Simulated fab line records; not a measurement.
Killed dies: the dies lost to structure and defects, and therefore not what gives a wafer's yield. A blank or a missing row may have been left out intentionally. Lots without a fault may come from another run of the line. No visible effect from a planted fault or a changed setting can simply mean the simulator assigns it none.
The tool behind it: which one? :: flow nand-harc :: 9 lots, 27 wafers sampled, at 7 steps of a route of 1302

WHAT THE GAUGES SHOWED, per wafer
NHARC_A_CHANNEL_HOLE_D2_CD_MEAS_31. Usual: cd-nm at 90.1 nm, with a standard deviation of 1.5.
lot: L352
measured: day 13 11:18
on: cd-sem-03
cd-nm (nm): 89.5 87.5 89.0
flag: 

lot: L355
measured: day 15 06:08
on: cd-sem-03
cd-nm (nm): 3.0 1.6 0.8
flag: OFF

lot: L354
measured: day 15 06:20
on: cd-sem-01
cd-nm (nm): 0.6 0.1 0.5
flag: OFF

lot: L356
measured: day 15 10:17
on: cd-sem-02
cd-nm (nm): 2.0 2.1 1.1
flag: OFF

lot: L359
measured: day 16 16:54
on: cd-sem-02
cd-nm (nm): 90.5 88.3 89.7
flag: 

lot: L368
measured: day 20 02:57
on: cd-sem-01
cd-nm (nm): 91.2 89.2 88.7
flag: 

lot: L371
measured: day 22 02:47
on: cd-sem-03
cd-nm (nm): 90.3 88.1 89.4
flag: 

lot: L373
measured: day 22 19:38
on: cd-sem-02
cd-nm (nm): 90.8 91.4 91.5
flag: 

lot: L374
measured: day 22 19:46
on: cd-sem-02
cd-nm (nm): 88.5 91.4 88.9
flag: 

NHARC_END_SORT_01. Usual: killed-at-array 56, standard deviation 18; killed-at-other 1.4, standard deviation 1.5; killed-at-periphery 4, standard deviation 3.1; killed-dies 61, standard deviation 19; killed-open 3.5, standard deviation 1.8; killed-short 2.4, standard deviation 1.4.
lot: L355
measured: day 26 00:58
on: prober-02
killed-at-array: 670 672 666
killed-at-other: 1 2 7
killed-at-periphery: 6 3 4
killed-dies: 677 677 677
killed-open: 3 2 6
killed-short: 2 2 1
flag: OFF

lot: L354
measured: day 26 08:28
on: prober-01
killed-at-array: 675 675 675
killed-at-other: 0 1 1
killed-at-periphery: 2 1 1
killed-dies: 677 677 677
killed-open: 5 0 4
killed-short: 4 0 1
flag: OFF

lot: L356
measured: day 26 12:20
on: prober-02
killed-at-array: 675 675 675
killed-at-other: 1 1 1
killed-at-periphery: 1 1 1
killed-dies: 677 677 677
killed-open: 4 6 3
killed-short: 4 0 5
flag: OFF

TOOL THAT RAN EACH LOT (tool first, then ch and the chambers of the sampled wafers, then the start)
lot: L352
NHARC_A_CHANNEL_HOLE_D2_ETCH_39: rie-diel-09 ch 0,2, day 13 06:17 or earlier
NHARC_A_CHANNEL_HOLE_D2_ETCH_16: rie-diel-09 ch 2,3, day 13 06:17 or earlier
NHARC_A_CHANNEL_HOLE_D2_ETCH_21: har-etch-01 ch 0,1, day 13 06:17
NHARC_A_CHANNEL_HOLE_D2_ETCH_22: har-etch-01 ch 0,1, day 13 06:45
NHARC_A_CHANNEL_HOLE_D2_XSEM_32: xsem-01 ch 0, day 13 11:23

lot: L355
NHARC_A_CHANNEL_HOLE_D2_ETCH_39: rie-diel-05 ch 0,1,2, day 15 01:02 or earlier
NHARC_A_CHANNEL_HOLE_D2_ETCH_16: rie-diel-05 ch 0,1,3, day 15 01:02 or earlier
NHARC_A_CHANNEL_HOLE_D2_ETCH_21: har-etch-02 ch 0,1, day 15 01:02
NHARC_A_CHANNEL_HOLE_D2_ETCH_22: har-etch-02 ch 0,1, day 15 01:28
NHARC_A_CHANNEL_HOLE_D2_XSEM_32: xsem-01 ch 0, day 15 06:13

lot: L354
NHARC_A_CHANNEL_HOLE_D2_ETCH_39: rie-diel-10 ch 1,2, day 15 01:28 or earlier
NHARC_A_CHANNEL_HOLE_D2_ETCH_16: rie-diel-10 ch 0,3, day 15 01:28 or earlier
NHARC_A_CHANNEL_HOLE_D2_ETCH_21: har-etch-01 ch 0,1, day 15 01:28
NHARC_A_CHANNEL_HOLE_D2_ETCH_22: har-etch-01 ch 0,1, day 15 01:58
NHARC_A_CHANNEL_HOLE_D2_XSEM_32: xsem-02 ch 0, day 15 06:26

lot: L356
NHARC_A_CHANNEL_HOLE_D2_ETCH_39: rie-diel-09 ch 2,3, day 15 05:16 or earlier
NHARC_A_CHANNEL_HOLE_D2_ETCH_16: rie-diel-09 ch 0,1,2, day 15 05:16 or earlier
NHARC_A_CHANNEL_HOLE_D2_ETCH_21: har-etch-02 ch 0,1, day 15 05:16
NHARC_A_CHANNEL_HOLE_D2_ETCH_22: har-etch-02 ch 0,1, day 15 05:44
NHARC_A_CHANNEL_HOLE_D2_XSEM_32: xsem-01 ch 0, day 15 10:22

lot: L359
NHARC_A_CHANNEL_HOLE_D2_ETCH_39: rie-diel-09 ch 1,2,3, day 16 11:47 or earlier
NHARC_A_CHANNEL_HOLE_D2_ETCH_16: rie-diel-09 ch 0,1,2, day 16 11:47 or earlier
NHARC_A_CHANNEL_HOLE_D2_ETCH_21: har-etch-01 ch 0,1, day 16 11:47
NHARC_A_CHANNEL_HOLE_D2_ETCH_22: har-etch-01 ch 0,1, day 16 12:14
NHARC_A_CHANNEL_HOLE_D2_XSEM_32: xsem-02 ch 0, day 16 16:59

lot: L368
NHARC_A_CHANNEL_HOLE_D2_ETCH_39: rie-diel-05 ch 2,3, day 19 21:59 or earlier
NHARC_A_CHANNEL_HOLE_D2_ETCH_16: rie-diel-05 ch 0,1,2, day 19 21:59 or earlier
NHARC_A_CHANNEL_HOLE_D2_ETCH_21: har-etch-02 ch 0,1, day 19 21:59
NHARC_A_CHANNEL_HOLE_D2_ETCH_22: har-etch-02 ch 0,1, day 19 22:29
NHARC_A_CHANNEL_HOLE_D2_XSEM_32: xsem-01 ch 0, day 20 03:02

lot: L371
NHARC_A_CHANNEL_HOLE_D2_ETCH_39: rie-diel-05 ch 0,1,2, day 21 21:41 or earlier
NHARC_A_CHANNEL_HOLE_D2_ETCH_16: rie-diel-05 ch 0,2,3, day 21 21:41 or earlier
NHARC_A_CHANNEL_HOLE_D2_ETCH_21: har-etch-01 ch 0,1, day 21 21:41
NHARC_A_CHANNEL_HOLE_D2_ETCH_22: har-etch-01 ch 0,1, day 21 22:07
NHARC_A_CHANNEL_HOLE_D2_XSEM_32: xsem-02 ch 0, day 22 02:52

lot: L373
NHARC_A_CHANNEL_HOLE_D2_ETCH_39: rie-diel-09 ch 1,2, day 22 14:40 or earlier
NHARC_A_CHANNEL_HOLE_D2_ETCH_16: rie-diel-09 ch 0,2,3, day 22 14:40 or earlier
NHARC_A_CHANNEL_HOLE_D2_ETCH_21: har-etch-01 ch 0,1, day 22 14:40
NHARC_A_CHANNEL_HOLE_D2_ETCH_22: har-etch-01 ch 0,1, day 22 15:08
NHARC_A_CHANNEL_HOLE_D2_XSEM_32: xsem-02 ch 0, day 22 19:44

lot: L374
NHARC_A_CHANNEL_HOLE_D2_ETCH_39: rie-diel-05 ch 2,3, day 22 14:45 or earlier
NHARC_A_CHANNEL_HOLE_D2_ETCH_16: rie-diel-05 ch 0,3, day 22 14:45 or earlier
NHARC_A_CHANNEL_HOLE_D2_ETCH_21: har-etch-02 ch 0,1, day 22 14:45
NHARC_A_CHANNEL_HOLE_D2_ETCH_22: har-etch-02 ch 0,1, day 22 15:13
NHARC_A_CHANNEL_HOLE_D2_XSEM_32: xsem-01 ch 0, day 22 19:52
- NHARC_A_CHANNEL_HOLE_D2_ETCH_39: etches the open film in N2/H2, target depth 260 nm, time 325 s.
- NHARC_A_CHANNEL_HOLE_D2_ETCH_16: etches the open film in O2/COS, target depth 3100 nm, time 806 s.
- NHARC_A_CHANNEL_HOLE_D2_ETCH_21: etches the open film in C4F8/O2/Ar, time 514.3 s, target depth 1600 nm.
- NHARC_A_CHANNEL_HOLE_D2_ETCH_22: etches the open film in C4F8/O2/Ar, time 666.7 s, target depth 1600 nm.
- NHARC_A_CHANNEL_HOLE_D2_XSEM_32

WHAT THE TOOLS THEMSELVES READ (means of the sampled wafers that have a number; where no wafer has one, the mark that the record gives instead)
NHARC_A_CHANNEL_HOLE_D2_ETCH_39. Usual: bias-w 150.0 W, standard deviation 0.44; chamber-pressure-mTorr 29.996 mTorr, standard deviation 0.026; drypump-motor-current-A 5.8 A, standard deviation 0.55; n2-flow-sccm 150.0 sccm, standard deviation 0.44; oes-product-au 1.003 a.u., standard deviation 0.011; rf-vpp-V 430.4 V, standard deviation 2.5; showerhead-plenum-p-Torr 2.04 Torr, standard deviation 0.085; throttle-valve-pct 14.170 %, standard deviation 0.0094.
lot: L352
tool: rie-diel-09
bias-w (W): 149.8
chamber-pressure-mTorr (mTorr): 29.983
drypump-motor-current-A (A): 5.7
n2-flow-sccm (sccm): 149.9
oes-product-au (a.u.): 0.993
rf-vpp-V (V): 430.8
showerhead-plenum-p-Torr (Torr): 2.06
throttle-valve-pct (%): 14.170
flag: 

lot: L355
tool: rie-diel-05
bias-w (W): 150.2
chamber-pressure-mTorr (mTorr): 29.983
drypump-motor-current-A (A): 5.6
n2-flow-sccm (sccm): 149.7
oes-product-au (a.u.): 1.006
rf-vpp-V (V): 430.9
showerhead-plenum-p-Torr (Torr): 2.06
throttle-valve-pct (%): 14.168
flag: 

lot: L354
tool: rie-diel-10
bias-w (W): 149.7
chamber-pressure-mTorr (mTorr): 30.027
drypump-motor-current-A (A): 5.6
n2-flow-sccm (sccm): 149.5
oes-product-au (a.u.): 1.020
rf-vpp-V (V): 431.7
showerhead-plenum-p-Torr (Torr): 2.07
throttle-valve-pct (%): 14.163
flag: 

lot: L356
tool: rie-diel-09
bias-w (W): 149.7
chamber-pressure-mTorr (mTorr): 30.015
drypump-motor-current-A (A): 5.8
n2-flow-sccm (sccm): 150.6
oes-product-au (a.u.): 0.991
rf-vpp-V (V): 430.9
showerhead-plenum-p-Torr (Torr): 2.05
throttle-valve-pct (%): 14.169
flag: 

lot: L359
tool: rie-diel-09
bias-w (W): 149.7
chamber-pressure-mTorr (mTorr): 29.989
drypump-motor-current-A (A): 6.2
n2-flow-sccm (sccm): 150.0
oes-product-au (a.u.): 0.991
rf-vpp-V (V): 430.2
showerhead-plenum-p-Torr (Torr): 2.04
throttle-valve-pct (%): 14.170
flag: 

lot: L368
tool: rie-diel-05
bias-w (W): 149.7
chamber-pressure-mTorr (mTorr): 30.009
drypump-motor-current-A (A): 5.8
n2-flow-sccm (sccm): 150.2
oes-product-au (a.u.): 1.006
rf-vpp-V (V): 428.1
showerhead-plenum-p-Torr (Torr): 1.95
throttle-valve-pct (%): 14.171
flag: 

lot: L371
tool: rie-diel-05
bias-w (W): 150.2
chamber-pressure-mTorr (mTorr): 29.981
drypump-motor-current-A (A): 5.6
n2-flow-sccm (sccm): 150.1
oes-product-au (a.u.): 1.001
rf-vpp-V (V): 431.5
showerhead-plenum-p-Torr (Torr): 2.06
throttle-valve-pct (%): 14.172
flag: 

lot: L373
tool: rie-diel-09
bias-w (W): 149.5
chamber-pressure-mTorr (mTorr): 29.987
drypump-motor-current-A (A): 6.1
n2-flow-sccm (sccm): 149.8
oes-product-au (a.u.): 0.995
rf-vpp-V (V): 429.7
showerhead-plenum-p-Torr (Torr): 2.00
throttle-valve-pct (%): 14.172
flag: 

lot: L374
tool: rie-diel-05
bias-w (W): 150.2
chamber-pressure-mTorr (mTorr): 30.007
drypump-motor-current-A (A): 5.5
n2-flow-sccm (sccm): 150.2
oes-product-au (a.u.): 1.009
rf-vpp-V (V): 429.3
showerhead-plenum-p-Torr (Torr): 1.99
throttle-valve-pct (%): 14.169
flag: 

NHARC_A_CHANNEL_HOLE_D2_ETCH_16. Usual: bias-w 300.2 W, standard deviation 0.89; chamber-pressure-mTorr 19.999 mTorr, standard deviation 0.018; drypump-motor-current-A 5.8 A, standard deviation 0.52; o2-flow-sccm 399.9 sccm, standard deviation 1.2; oes-product-au 1.003 a.u., standard deviation 0.011; rf-vpp-V 314.1 V, standard deviation 1.9; showerhead-plenum-p-Torr 3.12 Torr, standard deviation 0.12; throttle-valve-pct 28.331 %, standard deviation 0.0088.
lot: L352
tool: rie-diel-09
bias-w (W): 300.0
chamber-pressure-mTorr (mTorr): 20.006
drypump-motor-current-A (A): 5.9
o2-flow-sccm (sccm): 399.5
oes-product-au (a.u.): 1.001
rf-vpp-V (V): 315.3
showerhead-plenum-p-Torr (Torr): 3.21
throttle-valve-pct (%): 28.331
flag: 

lot: L355
tool: rie-diel-05
bias-w (W): 299.8
chamber-pressure-mTorr (mTorr): 19.997
drypump-motor-current-A (A): 5.9
o2-flow-sccm (sccm): 400.3
oes-product-au (a.u.): 1.004
rf-vpp-V (V): 314.1
showerhead-plenum-p-Torr (Torr): 3.09
throttle-valve-pct (%): 28.335
flag: 

lot: L354
tool: rie-diel-10
bias-w (W): 300.7
chamber-pressure-mTorr (mTorr): 19.989
drypump-motor-current-A (A): 5.6
o2-flow-sccm (sccm): 400.4
oes-product-au (a.u.): 1.009
rf-vpp-V (V): 314.5
showerhead-plenum-p-Torr (Torr): 3.10
throttle-valve-pct (%): 28.335
flag: 

lot: L356
tool: rie-diel-09
bias-w (W): 299.8
chamber-pressure-mTorr (mTorr): 20.008
drypump-motor-current-A (A): 6.0
o2-flow-sccm (sccm): 400.8
oes-product-au (a.u.): 0.999
rf-vpp-V (V): 314.6
showerhead-plenum-p-Torr (Torr): 3.14
throttle-valve-pct (%): 28.321
flag: 

lot: L359
tool: rie-diel-09
bias-w (W): 300.2
chamber-pressure-mTorr (mTorr): 19.981
drypump-motor-current-A (A): 6.1
o2-flow-sccm (sccm): 400.5
oes-product-au (a.u.): 0.994
rf-vpp-V (V): 314.1
showerhead-plenum-p-Torr (Torr): 3.14
throttle-valve-pct (%): 28.327
flag: 

lot: L368
tool: rie-diel-05
bias-w (W): 299.5
chamber-pressure-mTorr (mTorr): 19.983
drypump-motor-current-A (A): 5.6
o2-flow-sccm (sccm): 400.6
oes-product-au (a.u.): 1.005
rf-vpp-V (V): 314.4
showerhead-plenum-p-Torr (Torr): 3.15
throttle-valve-pct (%): 28.328
flag: 

lot: L371
tool: rie-diel-05
bias-w (W): 298.9
chamber-pressure-mTorr (mTorr): 19.981
drypump-motor-current-A (A): 5.9
o2-flow-sccm (sccm): 400.6
oes-product-au (a.u.): 1.007
rf-vpp-V (V): 313.8
showerhead-plenum-p-Torr (Torr): 3.11
throttle-valve-pct (%): 28.328
flag: 

lot: L373
tool: rie-diel-09
bias-w (W): 300.9
chamber-pressure-mTorr (mTorr): 19.991
drypump-motor-current-A (A): 5.8
o2-flow-sccm (sccm): 399.8
oes-product-au (a.u.): 0.993
rf-vpp-V (V): 315.6
showerhead-plenum-p-Torr (Torr): 3.21
throttle-valve-pct (%): 28.330
flag: 

lot: L374
tool: rie-diel-05
bias-w (W): 299.9
chamber-pressure-mTorr (mTorr): 20.016
drypump-motor-current-A (A): 6.2
o2-flow-sccm (sccm): 399.9
oes-product-au (a.u.): 1.016
rf-vpp-V (V): 313.1
showerhead-plenum-p-Torr (Torr): 3.04
throttle-valve-pct (%): 28.331
flag: 

NHARC_A_CHANNEL_HOLE_D2_ETCH_21. Usual: c4f8-flow-sccm 89.30 sccm, standard deviation 0.28; chamber-pressure-mTorr 20.002 mTorr, standard deviation 0.02; drypump-motor-current-A 5.9 A, standard deviation 0.61; o2-flow-sccm 35.70 sccm, standard deviation 0.11; showerhead-plenum-p-Torr 3.74 Torr, standard deviation 0.16; throttle-valve-pct 32.156 %, standard deviation 0.0089.
lot: L352
tool: har-etch-01
c4f8-flow-sccm (sccm): 89.21
chamber-pressure-mTorr (mTorr): 19.993
drypump-motor-current-A (A): 5.4
o2-flow-sccm (sccm): 35.67
showerhead-plenum-p-Torr (Torr): 3.65
throttle-valve-pct (%): 32.159
flag: 

lot: L355
tool: har-etch-02
c4f8-flow-sccm (sccm): 89.10
chamber-pressure-mTorr (mTorr): 20.008
drypump-motor-current-A (A): 6.2
o2-flow-sccm (sccm): 35.64
showerhead-plenum-p-Torr (Torr): 3.72
throttle-valve-pct (%): 32.152
flag: 

lot: L354
tool: har-etch-01
c4f8-flow-sccm (sccm): 89.33
chamber-pressure-mTorr (mTorr): 20.017
drypump-motor-current-A (A): 5.3
o2-flow-sccm (sccm): 35.74
showerhead-plenum-p-Torr (Torr): 3.64
throttle-valve-pct (%): 32.148
flag: 

lot: L356
tool: har-etch-02
c4f8-flow-sccm (sccm): 89.29
chamber-pressure-mTorr (mTorr): 19.983
drypump-motor-current-A (A): 6.5
o2-flow-sccm (sccm): 35.66
showerhead-plenum-p-Torr (Torr): 3.82
throttle-valve-pct (%): 32.151
flag: 

lot: L359
tool: har-etch-01
c4f8-flow-sccm (sccm): 89.25
chamber-pressure-mTorr (mTorr): 20.014
drypump-motor-current-A (A): 5.3
o2-flow-sccm (sccm): 35.65
showerhead-plenum-p-Torr (Torr): 3.63
throttle-valve-pct (%): 32.150
flag: 

lot: L368
tool: har-etch-02
c4f8-flow-sccm (sccm): 89.07
chamber-pressure-mTorr (mTorr): 20.019
drypump-motor-current-A (A): 6.5
o2-flow-sccm (sccm): 35.77
showerhead-plenum-p-Torr (Torr): 3.89
throttle-valve-pct (%): 32.164
flag: 

lot: L371
tool: har-etch-01
c4f8-flow-sccm (sccm): 89.25
chamber-pressure-mTorr (mTorr): 20.011
drypump-motor-current-A (A): 5.3
o2-flow-sccm (sccm): 35.76
showerhead-plenum-p-Torr (Torr): 3.58
throttle-valve-pct (%): 32.158
flag: 

lot: L373
tool: har-etch-01
c4f8-flow-sccm (sccm): 89.13
chamber-pressure-mTorr (mTorr): 20.003
drypump-motor-current-A (A): 5.4
o2-flow-sccm (sccm): 35.58
showerhead-plenum-p-Torr (Torr): 3.53
throttle-valve-pct (%): 32.147
flag: 

lot: L374
tool: har-etch-02
c4f8-flow-sccm (sccm): 89.49
chamber-pressure-mTorr (mTorr): 20.003
drypump-motor-current-A (A): 6.5
o2-flow-sccm (sccm): 35.68
showerhead-plenum-p-Torr (Torr): 3.88
throttle-valve-pct (%): 32.166
flag: 

NHARC_A_CHANNEL_HOLE_D2_ETCH_22. Usual: c4f8-flow-sccm 89.32 sccm, standard deviation 0.27; chamber-pressure-mTorr 19.999 mTorr, standard deviation 0.018; drypump-motor-current-A 5.9 A, standard deviation 0.62; o2-flow-sccm 35.70 sccm, standard deviation 0.1; showerhead-plenum-p-Torr 3.74 Torr, standard deviation 0.16; throttle-valve-pct 32.155 %, standard deviation 0.0089.
lot: L352
tool: har-etch-01
c4f8-flow-sccm (sccm): 89.15
chamber-pressure-mTorr (mTorr): 19.998
drypump-motor-current-A (A): 5.4
o2-flow-sccm (sccm): 35.63
showerhead-plenum-p-Torr (Torr): 3.65
throttle-valve-pct (%): 32.153
flag: 

lot: L355
tool: har-etch-02
c4f8-flow-sccm (sccm): -
chamber-pressure-mTorr (mTorr): -
drypump-motor-current-A (A): -
o2-flow-sccm (sccm): -
showerhead-plenum-p-Torr (Torr): -
throttle-valve-pct (%): -
flag: OFF

lot: L354
tool: har-etch-01
c4f8-flow-sccm (sccm): -
chamber-pressure-mTorr (mTorr): -
drypump-motor-current-A (A): -
o2-flow-sccm (sccm): -
showerhead-plenum-p-Torr (Torr): -
throttle-valve-pct (%): -
flag: OFF

lot: L356
tool: har-etch-02
c4f8-flow-sccm (sccm): -
chamber-pressure-mTorr (mTorr): -
drypump-motor-current-A (A): -
o2-flow-sccm (sccm): -
showerhead-plenum-p-Torr (Torr): -
throttle-valve-pct (%): -
flag: OFF

lot: L359
tool: har-etch-01
c4f8-flow-sccm (sccm): 89.26
chamber-pressure-mTorr (mTorr): 20.019
drypump-motor-current-A (A): 5.3
o2-flow-sccm (sccm): 35.74
showerhead-plenum-p-Torr (Torr): 3.63
throttle-valve-pct (%): 32.157
flag: 

lot: L368
tool: har-etch-02
c4f8-flow-sccm (sccm): 89.33
chamber-pressure-mTorr (mTorr): 19.991
drypump-motor-current-A (A): 6.5
o2-flow-sccm (sccm): 35.70
showerhead-plenum-p-Torr (Torr): 3.89
throttle-valve-pct (%): 32.160
flag: 

lot: L371
tool: har-etch-01
c4f8-flow-sccm (sccm): 89.49
chamber-pressure-mTorr (mTorr): 19.997
drypump-motor-current-A (A): 5.3
o2-flow-sccm (sccm): 35.73
showerhead-plenum-p-Torr (Torr): 3.58
throttle-valve-pct (%): 32.157
flag: 

lot: L373
tool: har-etch-01
c4f8-flow-sccm (sccm): 89.10
chamber-pressure-mTorr (mTorr): 20.009
drypump-motor-current-A (A): 5.3
o2-flow-sccm (sccm): 35.61
showerhead-plenum-p-Torr (Torr): 3.53
throttle-valve-pct (%): 32.166
flag: 

lot: L374
tool: har-etch-02
c4f8-flow-sccm (sccm): 89.21
chamber-pressure-mTorr (mTorr): 19.998
drypump-motor-current-A (A): 6.5
o2-flow-sccm (sccm): 35.62
showerhead-plenum-p-Torr (Torr): 3.87
throttle-valve-pct (%): 32.148
flag: 

NHARC_A_CHANNEL_HOLE_D2_XSEM_32. Usual: bot-cd-nm 74.9 nm, standard deviation 1.6; bow-nm 8.65 nm, standard deviation 0.23; tilt-deg 0.07 degrees, standard deviation 0.035.
lot: L352
tool: xsem-01
bot-cd-nm (nm): 73.7
bow-nm (nm): 8.82
tilt-deg (degrees): 0.16
flag: 

lot: L355
tool: xsem-01
bot-cd-nm (nm): 1.4
bow-nm (nm): 0.26
tilt-deg (degrees): 0.02
flag: OFF

lot: L354
tool: xsem-02
bot-cd-nm (nm): 0.4
bow-nm (nm): 0.56
tilt-deg (degrees): -0.02
flag: OFF

lot: L356
tool: xsem-01
bot-cd-nm (nm): 2.4
bow-nm (nm): 0.05
tilt-deg (degrees): 0.07
flag: OFF

lot: L359
tool: xsem-02
bot-cd-nm (nm): 74.5
bow-nm (nm): 8.57
tilt-deg (degrees): 0.05
flag: 

lot: L368
tool: xsem-01
bot-cd-nm (nm): 74.7
bow-nm (nm): 8.33
tilt-deg (degrees): 0.11
flag: 

lot: L371
tool: xsem-02
bot-cd-nm (nm): 73.6
bow-nm (nm): 8.58
tilt-deg (degrees): 0.11
flag: 

lot: L373
tool: xsem-02
bot-cd-nm (nm): 76.5
bow-nm (nm): 8.81
tilt-deg (degrees): 0.05
flag: 

lot: L374
tool: xsem-01
bot-cd-nm (nm): 74.3
bow-nm (nm): 8.96
tilt-deg (degrees): 0.06
flag: 

THE ANSWER, worked out from the rows above alone
Rule: a lot counts as off when the mean over its wafers that have a number is more than 3 standard deviations away from the usual mean. A lot without any number at a reading at which 4 lots or more have one is off too. Where the step has rows for the other lots, those lots are counted as sound. The gauges are gone through in route order, then the tools' own readings, and for those a lot's mean is taken as printed above. At the first step where some lot is off, the reading lying furthest off is the one used; lots without a number count as furthest.
Off at NHARC_A_CHANNEL_HOLE_D2_CD_MEAS_31 (cd-nm): L355, L354, L356.
If a tool, at a process step before that reading, ran all the lots that are off and no sound lot after the first of them, it fits. The gauges at NHARC_A_CHANNEL_HOLE_D2_CD_MEAS_31 aren't tried: what is off there is off at NHARC_END_SORT_01 too, on other tools, and a gauge's error can't cause that. Because NHARC_A_CHANNEL_HOLE_D2_ETCH_39 lacks a start for some lots, the hours and order of its lots are taken from NHARC_A_CHANNEL_HOLE_D2_ETCH_21. Because NHARC_A_CHANNEL_HOLE_D2_ETCH_16 lacks a start for some lots, the hours and order of its lots are taken from NHARC_A_CHANNEL_HOLE_D2_ETCH_21. None of those tried fits.

WHAT THE SIMULATOR HAD INSERTED
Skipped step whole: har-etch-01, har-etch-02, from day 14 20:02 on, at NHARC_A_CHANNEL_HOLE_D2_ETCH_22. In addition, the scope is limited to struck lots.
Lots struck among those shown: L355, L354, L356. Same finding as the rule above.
